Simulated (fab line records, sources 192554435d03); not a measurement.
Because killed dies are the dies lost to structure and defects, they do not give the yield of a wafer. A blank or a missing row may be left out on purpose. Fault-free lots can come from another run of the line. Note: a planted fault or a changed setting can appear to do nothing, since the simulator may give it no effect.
Chamber matching	flow n5_finfet	N5_BEOL_M10_ETCH_62 on rie_diel-06 has 4 sister chambers
The step etches SOC in N2/H2, target depth 110 nm, overetch 22 nm, time 165 s. 8 wafers are shown with their chamber, then 7 later ones without.

== EACH WAFER AND ITS CHAMBER ==
wafer	chamber	drypump_motor_current_A (A)	throttle_valve_pct (%)
L081.6	0	5.3	18.20
L085.4	3	5.1	17.65
L085.5	0	5.4	18.21
L088.1	1	6.1	17.61
L088.3	3	5.1	17.64
L088.4	2	5.3	17.75
L087.1	1	6.2	17.60
L087.2	2	5.2	17.74

== WAFERS WHOSE CHAMBER IS MISSING ==
wafer	drypump_motor_current_A (A)	throttle_valve_pct (%)
L087.3	5.1	17.65
L092.1	5.3	17.74
L092.4	5.2	17.67
L092.5	5.1	17.66
L094.2	5.3	18.24
L094.3	5.3	17.76
L094.6	5.3	18.25

== WHICH CHAMBER EACH ONE RAN IN ==
wafer	from the rows above	in truth
L087.3	3	3
L092.1	2	2
L092.4	3	3
L092.5	3	3
L094.2	0	0
L094.3	2	2
L094.6	0	0
7 of 7 placed correctly. Not placeable from these rows: 0. Number placed wrongly: 0.
How it was worked out, from the rows above alone: a wafer's distance from a chamber is the root of the sum, over the readings, of the square of ((its reading less the chamber's mean) divided by the reading's scatter). If the next closest chamber is less than 2 further off than the closest, the wafer can't be placed; otherwise it belongs to the closest. For every chamber, the mean is computed from those of its wafers that are shown. The scatter: the root of (the sum of the squares of (reading less its chamber's mean) over the shown wafers, divided by (wafers less chambers)).
